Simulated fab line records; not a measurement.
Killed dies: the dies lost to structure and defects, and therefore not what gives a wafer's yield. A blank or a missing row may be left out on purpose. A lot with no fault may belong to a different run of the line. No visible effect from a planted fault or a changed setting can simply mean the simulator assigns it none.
Which tool did it?    flow nandHarc    12 lots, 36 wafers sampled, at 2 steps of a route of 1159

== WHAT EACH GAUGE READ, for each wafer ==
NHARC_A_BLC_INSPECT_28.
lot   measured      on                rawDefectCount
L075  day 18 01:10  defectInspect-01  644 388 385
L076  day 18 05:28  defectInspect-02  445 520 399
L077  day 18 16:54  defectInspect-02  441 424 441
L078  day 19 02:55  defectInspect-02  385 350 542
L084  day 20 01:59  defectInspect-01  334 374 282
L085  day 20 06:52  defectInspect-01  340 343 350
L088  day 20 16:41  defectInspect-01  390 714 485
L089  day 21 12:58  defectInspect-02  460 673 426
L092  day 22 09:46  defectInspect-02  317 413 464
L091  day 22 10:34  defectInspect-02  548 380 499
L095  day 23 02:14  defectInspect-02  391 683 440
L097  day 23 14:25  defectInspect-02  417 413 473

== WHAT TOOL EACH LOT RAN ON (gives the tool, then ch and the chambers of the sampled wafers, and finally the start) ==
lot   NHARC_A_CONTACT_ETCH_92
L075  rieDiel-07 ch 0,1,3, day 17 13:28
L076  rieDiel-13 ch 1,3, day 17 19:46
L077  rieDiel-13 ch 0,2,3, day 18 09:27
L078  rieDiel-07 ch 0,2,3, day 18 12:24
L084  rieDiel-13 ch 0,2,3, day 19 18:28
L085  rieDiel-07 ch 0,1,3, day 19 23:38
L088  rieDiel-13 ch 0,1,3, day 20 08:41
L089  rieDiel-07 ch 2,3, day 20 14:51
L092  rieDiel-07 ch 1,2, day 21 18:29
L091  rieDiel-13 ch 0,1,3, day 21 21:50
L095  rieDiel-07 ch 0,2,3, day 22 19:23
L097  rieDiel-13 ch 0,1,2, day 23 03:50
- NHARC_A_CONTACT_ETCH_92: etches the open film in CH3F/O2, target depth 40 nm, time 85.7 s.

== THE ANSWER, worked out from the rows above alone ==
Rule: the usual values come from the lots themselves. The widest of any qualifying gaps counts: lots, ordered by their means at a reading, are off when they make up no more than a third of the lots, leave a main group of 4 or more, and stand apart from it by 3 or more times the standard deviation of that group's means. A main group whose means are all the same, to the digits that the tables above print for the reading, isn't used. Also off: a lot with no number at a reading for which 4 or more lots have one. Where the step has rows for the other lots, those lots are counted as sound.
Across all readings shown, no lot is off: no conclusion can be drawn from this.

== WHAT THE SIMULATOR HAD PUT IN ==
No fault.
